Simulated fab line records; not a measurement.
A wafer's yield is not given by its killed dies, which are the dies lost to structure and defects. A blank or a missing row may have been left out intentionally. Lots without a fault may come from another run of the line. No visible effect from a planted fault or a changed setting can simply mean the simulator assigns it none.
2 desks looking at one fault / flow nandHarc / each desk holds nothing but its own numbers, with what lay behind them at the end

## THE METROLOGY DESK
Means of the sampled wafers that have a number, per lot and without regard to the tool the lot ran on: this is what the gauges read. A lot is out of limits, marked OUT, if its mean lies more than 4 standard deviations from the usual mean; the brackets give that distance.
Columns: A = cdNm at NHARC_P_BONDPAD_CD_MEAS_13, usual 499.6 nm; B = thkNm at NHARC_P_BONDPAD_THK_MEAS_20, usual 161.4 nm; C = thkNm at NHARC_A_ONON_D1_THK_MEAS_05, usual 1003 nm
lot=L436; first seen here=day 6 12:24; A=499.4; B=162.3; C=997
lot=L439; first seen here=day 7 00:40; A=499.5; B=162.3; C=996
lot=L440; first seen here=day 7 13:33; A=499.2; B=161.5; C=1010
lot=L441; first seen here=day 7 14:34; A=499.8; B=162.2; C=1014
lot=L442; first seen here=day 7 15:24; A=498.5; B=162.0; C=1005
lot=L443; first seen here=day 7 23:32; A=497.5; B=162.5; C=993
lot=L445; first seen here=day 8 14:29; A=500.1; B=162.1; C=1018
lot=L446; first seen here=day 9 00:58; A=500.0; B=161.3; C=1011
lot=L451; first seen here=day 10 12:11; A=497.4; B=161.1; C=1401 (+40) OUT
lot=L454; first seen here=day 10 19:01; A=501.9; B=162.7; C=1204 (+20) OUT
lot=L456; first seen here=day 11 09:18; A=501.5; B=160.7; C=1023
lot=L458; first seen here=day 11 20:41; A=497.9; B=160.6; C=1013
lot=L459; first seen here=day 12 01:56; A=499.2; B=163.0; C=983
This desk's verdict: out of limits on L451, L454, starting with L451 at day 11 12:48 (thkNm at NHARC_A_ONON_D1_THK_MEAS_05). L436, L439, L440, L441, L442, L443, L445, L446, L456, L458, L459 stayed within limits.

## AT THE TOOL OWNER'S DESK: pecvdOnon-03
The tool's own readings at NHARC_A_ONON_D1_DEP_03 (target thk 1000 nm): means of the sampled wafers that have a number, for each lot that ran on this tool. A lot is out of limits, marked OUT, if its mean lies more than 4 standard deviations from the usual mean; the brackets give that distance.
Columns: A = n2FlowSccm at NHARC_A_ONON_D1_DEP_03, usual 2752 sccm; B = n2oFlowSccm at NHARC_A_ONON_D1_DEP_03, usual 2001 sccm
lot=L440; first seen here=day 8 17:58; A=2761; B=2004
lot=L445; first seen here=day 9 18:44; A=2757; B=2004
lot=L451; first seen here=day 11 12:21; A=2756; B=2001
lot=L454; first seen here=day 11 19:29; A=2765; B=1998
This desk's finding: nothing out of limits on any of the 4 lots.

## PUT TOGETHER
L451, L454 would have let the metrology desk raise an alarm at day 11 12:48.
Nothing out of limits was seen by the tool owner's desk.
Tool owner's desk: L451, L454 on record, inside its limits.
The lots listed all ran NHARC_A_ONON_D1_DEP_03 on pecvdOnon-03.

## WHAT THE SIMULATOR HAD INSERTED
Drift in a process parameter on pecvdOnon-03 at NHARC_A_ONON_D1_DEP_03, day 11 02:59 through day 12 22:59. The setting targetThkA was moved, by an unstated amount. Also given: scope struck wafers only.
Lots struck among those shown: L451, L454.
Time in hours between the start of the fault and the first out-of-limits reading at each desk: metrology desk, 10.
